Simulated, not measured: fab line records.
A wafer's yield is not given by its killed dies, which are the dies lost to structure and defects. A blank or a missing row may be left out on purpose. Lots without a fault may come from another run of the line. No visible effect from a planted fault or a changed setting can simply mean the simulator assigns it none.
Matching of chambers | flow nand-harc | rie-diel-07 running NHARC_P_GATE_DESCUM_93: 4 sister chambers
The step chemistry O2, time 3 s. 14 wafers are shown with their chamber, then 7 later ones without.

## WAFERS, EACH WITH ITS CHAMBER
wafer  | chamber | showerhead-plenum-p-Torr (Torr) | oes-product-au (a.u.) | throttle-valve-pct (%)
L077.1 | 2       | 1.82                            | 0.991                 | 11.308
L077.2 | 0       | 1.81                            | 0.979                 | 11.303
L077.3 | 3       | 1.86                            | 0.986                 | 11.309
L079.2 | 3       | 1.86                            | 1.006                 | 11.307
L079.5 | 3       | 1.86                            | 0.998                 | 11.307
L079.6 | 0       | 1.81                            | 0.983                 | 11.307
L081.1 | 2       | 1.81                            | 0.986                 | 11.308
L081.3 | 1       | 1.92                            | 0.999                 | 11.306
L081.5 | 2       | 1.81                            | 0.993                 | 11.302
L082.2 | 3       | 1.86                            | 0.980                 | 11.297
L082.4 | 1       | 1.92                            | 1.003                 | 11.316
L082.5 | 3       | 1.86                            | 0.998                 | 11.307
L084.1 | 1       | 1.92                            | 1.007                 | 11.314
L084.4 | 2       | 1.81                            | 1.004                 | 11.308

SIGNATURES, as means of the wafers listed above
reading                  | chamber 0 | chamber 1 | chamber 2 | chamber 3 | scatter within a chamber
showerhead-plenum-p-Torr | 1.8100    | 1.9200    | 1.8125    | 1.8600    | 0.00274
oes-product-au           | 0.98100   | 1.00300   | 0.99350   | 0.99360   | 0.00805
throttle-valve-pct       | 11.30500  | 11.31200  | 11.30650  | 11.30540  | 0.00427
Rule: for each reading, subtract the chamber's mean from the wafer's reading, divide by that reading's scatter and square the result; add these up over the readings and take the root, which gives the wafer's distance from the chamber. If the next closest chamber is less than 2 further off than the closest, the wafer can't be placed; otherwise it belongs to the closest. The scatter: the root of (the sum of the squares of (reading less its chamber's mean) over the shown wafers, divided by (wafers less chambers)).

## WAFERS MISSING THEIR CHAMBER
wafer  | showerhead-plenum-p-Torr (Torr) | oes-product-au (a.u.) | throttle-valve-pct (%)
L084.6 | 1.92                            | 0.998                 | 11.323
L096.1 | 1.92                            | 1.005                 | 11.309
L096.4 | 1.85                            | 1.005                 | 11.300
L096.6 | 1.92                            | 0.991                 | 11.320
L097.3 | 1.81                            | 0.995                 | 11.326
L097.4 | 1.92                            | 0.994                 | 11.313
L097.6 | 1.92                            | 0.998                 | 11.308

## THE CHAMBER EACH PASSED THROUGH
wafer  | from the rows above     | in truth
L084.6 | 1                       | 1
L096.1 | 1                       | 1
L096.4 | 3                       | 3
L096.6 | 1                       | 1
L097.3 | can't be placed: 2 or 0 | 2
L097.4 | 1                       | 1
L097.6 | 1                       | 1
6 of 7 placed correctly. These rows do not allow placing 1 (true chamber among the candidates in 1). Wrongly placed: 0.
